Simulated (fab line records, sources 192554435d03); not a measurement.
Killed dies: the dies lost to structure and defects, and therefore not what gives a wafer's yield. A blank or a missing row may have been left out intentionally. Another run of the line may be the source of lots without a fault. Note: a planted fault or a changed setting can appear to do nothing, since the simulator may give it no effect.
Which tool is to blame? | flow n5 finfet | 24 lots with 72 wafers sampled at 6 steps, on a route of 1938 steps

WHAT THE GAUGES READ, wafer by wafer
N5_BEOL_M2_OVL_MEAS_29. Usual: V1_OVL gives -0.2 nm (standard deviation 0.59).
lot  | measured     | on         | V1_OVL (nm)    | flag
L074 | day 6 18:05  | overlay-02 | 0.0 -0.6 0.0   |
L075 | day 6 22:04  | overlay-01 | 0.7 -0.8 0.4   |
L076 | day 7 00:33  | overlay-01 | -0.8 0.1 -0.5  |
L077 | day 7 06:27  | overlay-01 | -0.8 -0.4 1.1  |
L078 | day 7 13:34  | overlay-01 | 0.4 0.6 -0.8   |
L079 | day 7 16:46  | overlay-01 | 1.4 -1.3 0.5   |
L080 | day 8 01:13  | overlay-02 | -0.1 -0.3 -0.5 |
L081 | day 8 09:10  | overlay-01 | 0.6 0.4 -0.7   |
L083 | day 8 18:46  | overlay-01 | -0.5 0.3 -0.6  |
L082 | day 9 00:17  | overlay-02 | -1.2 -0.7 -1.1 |
L084 | day 9 00:25  | overlay-02 | -1.2 -0.5 0.0  |
L085 | day 9 04:28  | overlay-02 | -0.2 -0.4 0.4  |
L086 | day 9 13:31  | overlay-01 | 1.2 0.0 -1.1   |
L087 | day 9 23:44  | overlay-02 | -0.2 0.0 0.1   |
L089 | day 10 09:04 | overlay-02 | -0.7 -0.1 -1.1 |
L090 | day 11 00:05 | overlay-01 | 0.1 -0.4 -1.4  |
L088 | day 11 02:52 | overlay-02 | 0.1 0.1 -0.6   |
L091 | day 11 04:09 | overlay-02 | 0.4 0.3 -0.5   |
L093 | day 11 08:03 | overlay-02 | -0.1 -0.5 0.7  |
L092 | day 11 15:43 | overlay-01 | -1.2 -0.9 -0.5 |
L094 | day 11 15:39 | overlay-02 | -0.3 -0.8 -0.1 |
L096 | day 11 19:37 | overlay-02 | -0.4 -0.8 -0.7 |
L095 | day 11 21:37 | overlay-02 | -0.8 -0.4 0.0  |
L097 | day 12 03:32 | overlay-02 | -0.1 -0.7 0.3  |

EACH LOT AND THE TOOL THAT RAN IT (in order: tool; ch and the chambers of the sampled wafers; start)
lot  | N5_BEOL_M1_SPUTTER_79        | N5_BEOL_M1_ANNEAL_89         | N5_BEOL_M1_DEP_57               | N5_BEOL_M2_DESCUM_16               | N5_BEOL_M2_ETCH_74
L074 | pvd sputter-01, day 6 13:04  | pvd sputter-01, day 6 13:49  | pecvd-01 ch 0,2, day 6 15:35    | rie diel-05 ch 0,3, day 6 17:03    | rie diel-05 ch 0,3, day 6 17:05
L075 | pvd sputter-03, day 6 16:37  | pvd sputter-03, day 6 17:21  | pecvd-03 ch 1,2, day 6 19:08    | rie diel-06 ch 1,2, day 6 21:14    | rie diel-06 ch 1,2, day 6 21:16
L076 | pvd sputter-02, day 6 19:09  | pvd sputter-02, day 6 19:53  | pecvd-04 ch 0,1,2, day 6 21:41  | rie diel-05 ch 0,3, day 6 23:37    | rie diel-05 ch 0,3, day 6 23:39
L077 | pvd sputter-03, day 7 01:23  | pvd sputter-03, day 7 02:08  | pecvd-01 ch 0,1,2, day 7 03:55  | rie diel-06 ch 1,2, day 7 05:13    | rie diel-06 ch 1,2, day 7 05:16
L078 | pvd sputter-02, day 7 05:13  | pvd sputter-02, day 7 05:57  | pecvd-04 ch 0,2, day 7 07:44    | rie diel-06 ch 2,3, day 7 12:35    | rie diel-06 ch 2,3, day 7 12:38
L079 | pvd sputter-01, day 7 09:21  | pvd sputter-01, day 7 10:05  | pecvd-01 ch 0,1,2, day 7 12:22  | rie diel-02 ch 0,2,3, day 7 15:16  | rie diel-02 ch 0,2,3, day 7 15:17
L080 | pvd sputter-03, day 7 19:35  | pvd sputter-03, day 7 20:20  | pecvd-03 ch 0,1, day 7 22:07    | rie diel-05 ch 1,2, day 8 00:17    | rie diel-05 ch 1,2, day 8 00:19
L081 | pvd sputter-02, day 8 04:14  | pvd sputter-02, day 8 04:59  | pecvd-01 ch 0,1, day 8 06:56    | rie diel-02 ch 0,3, day 8 08:23    | rie diel-02 ch 0,3, day 8 08:25
L083 | pvd sputter-03, day 8 14:31  | pvd sputter-03, day 8 15:15  | pecvd-03 ch 0,2, day 8 17:02    | rie diel-06 ch 0,3, day 8 17:59    | rie diel-06 ch 0,3, day 8 18:01
L082 | pvd sputter-01, day 8 18:18  | pvd sputter-01, day 8 19:02  | pecvd-01 ch 0,2, day 8 21:02    | rie diel-02 ch 1,3, day 8 23:30    | rie diel-02 ch 1,3, day 8 23:32
L084 | pvd sputter-02, day 8 18:32  | pvd sputter-02, day 8 19:16  | pecvd-01 ch 0,1,2, day 8 21:16  | rie diel-06 ch 0,1, day 8 23:37    | rie diel-06 ch 0,1, day 8 23:38
L085 | pvd sputter-03, day 8 21:46  | pvd sputter-03, day 8 22:30  | pecvd-03 ch 1,2, day 9 00:17    | rie diel-05 ch 2,3, day 9 03:34    | rie diel-05 ch 2,3, day 9 03:35
L086 | pvd sputter-03, day 9 05:38  | pvd sputter-03, day 9 06:22  | pecvd-04 ch 0,2, day 9 08:09    | rie diel-02 ch 1,2,3, day 9 12:35  | rie diel-02 ch 1,2,3, day 9 12:38
L087 | pvd sputter-03, day 9 17:11  | pvd sputter-03, day 9 17:55  | pecvd-03 ch 0,2, day 9 19:42    | rie diel-06 ch 0,2, day 9 22:56    | rie diel-06 ch 0,2, day 9 22:58
L089 | pvd sputter-02, day 10 04:43 | pvd sputter-02, day 10 05:27 | pecvd-04 ch 0,1,2, day 10 07:15 | rie diel-02 ch 1,2,3, day 10 08:16 | rie diel-02 ch 1,2,3, day 10 08:18
L090 | pvd sputter-02, day 10 19:22 | pvd sputter-02, day 10 20:07 | pecvd-03 ch 0,2, day 10 21:53   | rie diel-02 ch 0,1,3, day 10 23:08 | rie diel-02 ch 0,1,3, day 10 23:10
L088 | pvd sputter-02, day 10 21:13 | pvd sputter-02, day 10 21:57 | pecvd-01 ch 1,2, day 10 23:46   | rie diel-02 ch 1,2, day 11 02:04   | rie diel-02 ch 1,2, day 11 02:06
L091 | pvd sputter-02, day 10 23:52 | pvd sputter-02, day 11 00:37 | pecvd-03 ch 0,1,2, day 11 02:29 | rie diel-05 ch 1,2,3, day 11 03:19 | rie diel-05 ch 1,2,3, day 11 03:21
L093 | pvd sputter-03, day 11 03:34 | pvd sputter-03, day 11 04:19 | pecvd-04 ch 0,2, day 11 06:06   | rie diel-05 ch 0,3, day 11 07:16   | rie diel-05 ch 0,3, day 11 07:17
L092 | pvd sputter-03, day 11 08:05 | pvd sputter-03, day 11 08:50 | pecvd-01 ch 0,1, day 11 10:37   | rie diel-05 ch 0,1,3, day 11 14:49 | rie diel-05 ch 0,1,3, day 11 14:52
L094 | pvd sputter-01, day 11 11:01 | pvd sputter-01, day 11 11:45 | pecvd-01 ch 0,2, day 11 13:32   | rie diel-06 ch 0,1,3, day 11 14:52 | rie diel-06 ch 0,1,3, day 11 14:54
L096 | pvd sputter-03, day 11 14:59 | pvd sputter-03, day 11 15:43 | pecvd-01 ch 1,2, day 11 17:30   | rie diel-05 ch 2,3, day 11 18:34   | rie diel-05 ch 2,3, day 11 18:36
L095 | pvd sputter-01, day 11 15:45 | pvd sputter-01, day 11 16:29 | pecvd-04 ch 0,1, day 11 18:31   | rie diel-06 ch 1,2,3, day 11 20:44 | rie diel-06 ch 1,2,3, day 11 20:47
L097 | pvd sputter-01, day 11 21:40 | pvd sputter-01, day 11 22:24 | pecvd-04 ch 0,1, day 12 00:11   | rie diel-06 ch 1,2, day 12 02:33   | rie diel-06 ch 1,2, day 12 02:35
- N5_BEOL_M1_SPUTTER_79: material Cu, target thk 4.5 nm, time 8.29 s.
- N5_BEOL_M1_ANNEAL_89: time 240 s.
- N5_BEOL_M1_DEP_57: deposits SiCN from 3MS/NH3, target thk 8 nm, time 14 s.
- N5_BEOL_M2_DESCUM_16: chemistry O2, time 7 s.
- N5_BEOL_M2_ETCH_74: etches underlayer in N2/H2, target depth 6.5 nm, time 5.2 s.

AS READ BY THE TOOLS THEMSELVES (means over the sampled wafers that have a number; for cases with no such wafer, the mark the record gives instead)
N5_BEOL_M1_SPUTTER_79. Usual: 30.1 % for throttle valve pct, sd 1.
lot  | tool           | throttle valve pct (%) | flag
L074 | pvd sputter-01 | 29.9                   |
L075 | pvd sputter-03 | 30.5                   |
L076 | pvd sputter-02 | 29.4                   |
L077 | pvd sputter-03 | 29.8                   |
L078 | pvd sputter-02 | 29.9                   |
L079 | pvd sputter-01 | 30.4                   |
L080 | pvd sputter-03 | 29.2                   |
L081 | pvd sputter-02 | 30.4                   |
L083 | pvd sputter-03 | 31.0                   |
L082 | pvd sputter-01 | 30.4                   |
L084 | pvd sputter-02 | 30.0                   |
L085 | pvd sputter-03 | 30.0                   |
L086 | pvd sputter-03 | 31.0                   |
L087 | pvd sputter-03 | 29.6                   |
L089 | pvd sputter-02 | 29.4                   |
L090 | pvd sputter-02 | 29.4                   |
L088 | pvd sputter-02 | 30.5                   |
L091 | pvd sputter-02 | 29.3                   |
L093 | pvd sputter-03 | 29.6                   |
L092 | pvd sputter-03 | 30.7                   |
L094 | pvd sputter-01 | 30.0                   |
L096 | pvd sputter-03 | 29.7                   |
L095 | pvd sputter-01 | 30.6                   |
L097 | pvd sputter-01 | 30.6                   |

N5_BEOL_M1_ANNEAL_89. Usual: 841 W for heater power w, sd 71.
lot  | tool           | heater power w (W) | flag
L074 | pvd sputter-01 | 811                |
L075 | pvd sputter-03 | 887                |
L076 | pvd sputter-02 | 831                |
L077 | pvd sputter-03 | 799                |
L078 | pvd sputter-02 | 898                |
L079 | pvd sputter-01 | 895                |
L080 | pvd sputter-03 | 848                |
L081 | pvd sputter-02 | 853                |
L083 | pvd sputter-03 | 833                |
L082 | pvd sputter-01 | 890                |
L084 | pvd sputter-02 | 831                |
L085 | pvd sputter-03 | 856                |
L086 | pvd sputter-03 | 858                |
L087 | pvd sputter-03 | 811                |
L089 | pvd sputter-02 | 884                |
L090 | pvd sputter-02 | 863                |
L088 | pvd sputter-02 | 850                |
L091 | pvd sputter-02 | 855                |
L093 | pvd sputter-03 | 862                |
L092 | pvd sputter-03 | 827                |
L094 | pvd sputter-01 | 740                |
L096 | pvd sputter-03 | 856                |
L095 | pvd sputter-01 | 882                |
L097 | pvd sputter-01 | 783                |

N5_BEOL_M1_DEP_57. Usual: chamber pressure Torr 3.000 Torr, standard deviation 0.0071; showerhead plenum p Torr 3.671 Torr, standard deviation 0.016; throttle valve pct 8.9 %, standard deviation 0.42.
lot  | tool     | chamber pressure Torr (Torr) | showerhead plenum p Torr (Torr) | throttle valve pct (%) | flag
L074 | pecvd-01 | 3.003                        | 3.678                           | 9.3                    |
L075 | pecvd-03 | 3.000                        | 3.657                           | 9.2                    |
L076 | pecvd-04 | 3.000                        | 3.675                           | 8.7                    |
L077 | pecvd-01 | 3.005                        | 3.670                           | 9.1                    |
L078 | pecvd-04 | 2.993                        | 3.681                           | 8.9                    |
L079 | pecvd-01 | 3.016                        | 3.669                           | 9.2                    |
L080 | pecvd-03 | 3.000                        | 3.680                           | 9.1                    |
L081 | pecvd-01 | 3.002                        | 3.674                           | 8.8                    |
L083 | pecvd-03 | 3.000                        | 3.675                           | 8.9                    |
L082 | pecvd-01 | 2.995                        | 3.680                           | 9.2                    |
L084 | pecvd-01 | 3.005                        | 3.666                           | 9.4                    |
L085 | pecvd-03 | 3.001                        | 3.654                           | 9.0                    |
L086 | pecvd-04 | 3.003                        | 3.670                           | 8.9                    |
L087 | pecvd-03 | 3.005                        | 3.667                           | 8.7                    |
L089 | pecvd-04 | 3.002                        | 3.678                           | 8.8                    |
L090 | pecvd-03 | 3.002                        | 3.674                           | 8.9                    |
L088 | pecvd-01 | 3.000                        | 3.674                           | 8.3                    |
L091 | pecvd-03 | 2.999                        | 3.665                           | 9.1                    |
L093 | pecvd-04 | 2.999                        | 3.682                           | 9.1                    |
L092 | pecvd-01 | 3.002                        | 3.663                           | 9.0                    |
L094 | pecvd-01 | 3.000                        | 3.680                           | 8.5                    |
L096 | pecvd-01 | 3.003                        | 3.656                           | 8.8                    |
L095 | pecvd-04 | 3.006                        | 3.680                           | 9.1                    |
L097 | pecvd-04 | 2.997                        | 3.677                           | 8.9                    |

N5_BEOL_M2_DESCUM_16. Usual: drypump motor current A 5.8 A, standard deviation 0.57; oes product au 0.75 a.u., standard deviation 0.057; rf vpp V 242.9 V, standard deviation 1.4; showerhead plenum p Torr 2.07 Torr, standard deviation 0.062; throttle valve pct 20.5 %, standard deviation 0.3.
lot  | tool        | drypump motor current A (A) | oes product au (a.u.) | rf vpp V (V) | showerhead plenum p Torr (Torr) | throttle valve pct (%) | flag
L074 | rie diel-05 | 5.8                         | 0.85                  | 243.0        | 2.07                            | 20.3                   |
L075 | rie diel-06 | 5.3                         | 0.70                  | 242.6        | 2.05                            | 20.9                   |
L076 | rie diel-05 | 5.8                         | 0.86                  | 243.8        | 2.07                            | 20.3                   |
L077 | rie diel-06 | 5.3                         | 0.69                  | 241.7        | 2.05                            | 20.9                   |
L078 | rie diel-06 | 4.9                         | 0.70                  | 243.4        | 2.11                            | 20.6                   |
L079 | rie diel-02 | 5.8                         | 0.76                  | 243.9        | 2.10                            | 20.5                   |
L080 | rie diel-05 | 6.5                         | 0.75                  | 243.3        | 2.10                            | 20.3                   |
L081 | rie diel-02 | 5.7                         | 0.75                  | 243.1        | 2.09                            | 20.6                   |
L083 | rie diel-06 | 5.5                         | 0.71                  | 241.7        | 1.98                            | 20.4                   |
L082 | rie diel-02 | 6.0                         | 0.74                  | 244.3        | 2.13                            | 20.5                   |
L084 | rie diel-06 | 5.7                         | 0.69                  | 241.4        | 1.98                            | 20.7                   |
L085 | rie diel-05 | 5.8                         | 0.80                  | 242.9        | 2.05                            | 20.5                   |
L086 | rie diel-02 | 6.2                         | 0.77                  | 243.4        | 2.13                            | 20.4                   |
L087 | rie diel-06 | 5.5                         | 0.69                  | 242.0        | 2.02                            | 20.7                   |
L089 | rie diel-02 | 6.2                         | 0.77                  | 243.2        | 2.12                            | 20.4                   |
L090 | rie diel-02 | 6.0                         | 0.76                  | 244.1        | 2.12                            | 20.5                   |
L088 | rie diel-02 | 6.5                         | 0.80                  | 244.5        | 2.16                            | 20.2                   |
L091 | rie diel-05 | 6.2                         | 0.76                  | 242.1        | 2.07                            | 20.4                   |
L093 | rie diel-05 | 5.8                         | 0.81                  | 241.7        | 2.05                            | 20.3                   |
L092 | rie diel-05 | 6.2                         | 0.79                  | 243.6        | 2.07                            | 20.3                   |
L094 | rie diel-06 | 5.4                         | 0.69                  | 241.6        | 1.99                            | 20.5                   |
L096 | rie diel-05 | 5.7                         | 0.79                  | 242.4        | 2.04                            | 20.5                   |
L095 | rie diel-06 | 5.2                         | 0.68                  | 242.1        | 2.04                            | 20.7                   |
L097 | rie diel-06 | 5.1                         | 0.67                  | 243.0        | 2.09                            | 20.9                   |

N5_BEOL_M2_ETCH_74. Usual: drypump motor current A 5.8 A, standard deviation 0.57; etch rf on time s 5.27 s, standard deviation 0.15; oes product au 0.63 a.u., standard deviation 0.049; rf vpp V 523.2 V, standard deviation 2.7; showerhead plenum p Torr 2.52 Torr, standard deviation 0.077; throttle valve pct 17.9 %, standard deviation 0.32.
lot  | tool        | drypump motor current A (A) | etch rf on time s (s) | oes product au (a.u.) | rf vpp V (V) | showerhead plenum p Torr (Torr) | throttle valve pct (%) | flag
L074 | rie diel-05 | 5.8                         | 5.25                  | 0.71                  | 524.1        | 2.52                            | 17.7                   |
L075 | rie diel-06 | 5.3                         | 5.42                  | 0.60                  | 523.6        | 2.50                            | 18.3                   |
L076 | rie diel-05 | 5.7                         | 5.18                  | 0.73                  | 522.0        | 2.52                            | 17.7                   |
L077 | rie diel-06 | 5.3                         | 5.41                  | 0.59                  | 523.4        | 2.50                            | 18.3                   |
L078 | rie diel-06 | 4.9                         | 5.45                  | 0.59                  | 523.4        | 2.57                            | 18.0                   |
L079 | rie diel-02 | 5.8                         | 5.14                  | 0.65                  | 523.6        | 2.54                            | 17.9                   |
L080 | rie diel-05 | 6.6                         | 5.31                  | 0.64                  | 524.4        | 2.55                            | 17.8                   |
L081 | rie diel-02 | 5.7                         | 5.12                  | 0.65                  | 523.7        | 2.52                            | 17.8                   |
L083 | rie diel-06 | 5.5                         | 5.31                  | 0.60                  | 521.0        | 2.41                            | 17.9                   |
L082 | rie diel-02 | 6.1                         | 5.17                  | 0.64                  | 524.7        | 2.56                            | 17.7                   |
L084 | rie diel-06 | 5.7                         | 5.25                  | 0.59                  | 521.1        | 2.41                            | 18.2                   |
L085 | rie diel-05 | 5.7                         | 5.35                  | 0.67                  | 522.9        | 2.50                            | 18.0                   |
L086 | rie diel-02 | 6.2                         | 5.25                  | 0.66                  | 526.0        | 2.58                            | 17.7                   |
L087 | rie diel-06 | 5.5                         | 5.39                  | 0.58                  | 521.8        | 2.47                            | 18.2                   |
L089 | rie diel-02 | 6.2                         | 5.23                  | 0.65                  | 524.3        | 2.57                            | 17.7                   |
L090 | rie diel-02 | 6.0                         | 5.10                  | 0.65                  | 525.5        | 2.56                            | 17.7                   |
L088 | rie diel-02 | 6.5                         | 5.21                  | 0.67                  | 527.1        | 2.63                            | 17.6                   |
L091 | rie diel-05 | 6.1                         | 5.32                  | 0.65                  | 522.7        | 2.52                            | 17.9                   |
L093 | rie diel-05 | 5.8                         | 5.20                  | 0.69                  | 523.8        | 2.50                            | 17.8                   |
L092 | rie diel-05 | 6.2                         | 5.20                  | 0.68                  | 522.6        | 2.52                            | 17.7                   |
L094 | rie diel-06 | 5.4                         | 5.26                  | 0.59                  | 519.8        | 2.41                            | 18.0                   |
L096 | rie diel-05 | 5.7                         | 5.33                  | 0.67                  | 523.6        | 2.49                            | 18.0                   |
L095 | rie diel-06 | 5.1                         | 5.36                  | 0.58                  | 522.4        | 2.48                            | 18.1                   |
L097 | rie diel-06 | 5.1                         | 5.42                  | 0.57                  | 523.9        | 2.54                            | 18.4                   |

THE ANSWER, worked out from the rows above alone
Rule: lot off if the mean of its wafers having a number is beyond 3 standard deviations from the usual mean. A lot without any number at a reading at which 4 lots or more have one is off too. Any other lot the step has rows for is counted as sound. First the gauges in route order, then the tools' own readings, where a lot's mean is used as printed above. The first step at which some lot is off is used, and at that step the reading that is off furthest; a lot without a number counts as furthest.
No lot is off at any reading shown: from this, nothing can be told.

WHAT THE SIMULATOR HAD INSERTED
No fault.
